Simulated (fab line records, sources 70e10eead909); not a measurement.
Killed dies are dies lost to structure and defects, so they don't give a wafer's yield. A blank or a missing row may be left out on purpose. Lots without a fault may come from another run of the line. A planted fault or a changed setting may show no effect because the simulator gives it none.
Chamber matching | flow nand_harc | NHARC_P_BONDPAD_STRIP_15 on rie_diel-10: 4 sister chambers
The step strips in O2. 24 wafers are shown with their chamber, then 12 later ones without.

WAFERS WITH THEIR CHAMBER
wafer  | chamber | drypump_motor_current_A (A) | oes_product_au (a.u.) | throttle_valve_pct (%)
L077.1 | 3       | 6.0                         | 0.991                 | 17.021
L077.2 | 1       | 5.9                         | 0.997                 | 17.045
L077.5 | 3       | 6.0                         | 0.993                 | 17.033
L075.1 | 0       | 6.1                         | 1.005                 | 17.039
L075.2 | 1       | 6.0                         | 1.000                 | 17.041
L075.3 | 3       | 6.0                         | 0.997                 | 17.007
L075.4 | 2       | 5.8                         | 0.987                 | 17.046
L075.5 | 2       | 5.8                         | 0.989                 | 17.020
L075.6 | 1       | 5.9                         | 0.997                 | 17.041
L080.1 | 0       | 6.0                         | 1.008                 | 17.033
L080.3 | 1       | 5.9                         | 1.001                 | 17.030
L080.5 | 0       | 6.0                         | 1.007                 | 17.046
L082.1 | 3       | 6.0                         | 0.995                 | 17.033
L082.2 | 0       | 6.0                         | 0.997                 | 17.012
L082.4 | 1       | 5.9                         | 1.001                 | 17.035
L084.1 | 0       | 6.0                         | 0.991                 | 17.043
L084.2 | 3       | 6.0                         | 0.992                 | 17.046
L084.6 | 3       | 6.0                         | 0.989                 | 17.041
L084.3 | 1       | 5.9                         | 1.000                 | 17.027
L084.4 | 2       | 5.8                         | 0.992                 | 17.035
L084.5 | 0       | 6.0                         | 1.004                 | 17.050
L087.1 | 1       | 5.9                         | 0.996                 | 17.049
L087.4 | 3       | 6.0                         | 0.991                 | 17.022
L087.6 | 2       | 5.8                         | 0.995                 | 17.033

SIGNATURES (means of the wafers above)
reading                 | chamber 0 | chamber 1 | chamber 2 | chamber 3 | scatter within a chamber
drypump_motor_current_A | 6.017     | 5.914     | 5.800     | 6.000     | 0.0291
oes_product_au          | 1.00200   | 0.99886   | 0.99075   | 0.99257   | 0.00405
throttle_valve_pct      | 17.03717  | 17.03829  | 17.03350  | 17.02900  | 0.0117
Rule: a wafer's distance from a chamber is the root of the sum, over the readings, of the square of ((its reading less the chamber's mean) divided by the reading's scatter). The wafer belongs to the nearest chamber; if the next one is less than 2 further off, it can't be placed. The scatter: the root of (the sum of the squares of (reading less its chamber's mean) over the shown wafers, divided by (wafers less chambers)).

WAFERS WITHOUT THEIR CHAMBER
wafer  | drypump_motor_current_A (A) | oes_product_au (a.u.) | throttle_valve_pct (%)
L090.1 | 5.8                         | 0.992                 | 17.018
L090.3 | 6.0                         | 1.004                 | 17.035
L090.6 | 6.0                         | 0.987                 | 17.052
L090.2 | 5.9                         | 0.992                 | 17.035
L090.4 | 6.0                         | 0.980                 | 17.031
L090.5 | 6.0                         | 0.988                 | 17.044
L093.3 | 6.0                         | 0.989                 | 17.036
L093.5 | 6.0                         | 0.973                 | 17.047
L093.6 | 5.8                         | 0.986                 | 17.042
L097.1 | 6.0                         | 0.975                 | 17.035
L097.3 | 5.8                         | 0.976                 | 17.043
L097.6 | 6.0                         | 1.004                 | 17.036

WHICH CHAMBER EACH WENT THROUGH
wafer  | from the rows above          | in truth
L090.1 | 2                            | 2
L090.3 | 0                            | 0
L090.6 | can't be placed: 3 or 0 or 1 | 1
L090.2 | can't be placed: 1 or 2 or 3 | 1
L090.4 | 3                            | 3
L090.5 | can't be placed: 3 or 0      | 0
L093.3 | 3                            | 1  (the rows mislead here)
L093.5 | can't be placed: 3 or 1      | 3
L093.6 | 2                            | 2
L097.1 | 3                            | 3
L097.3 | 2                            | 2
L097.6 | 0                            | 0
Placed correctly: 7 of 12. Can't be placed from these rows: 4 (the true chamber is among the candidates in 4). Placed wrongly: 1.
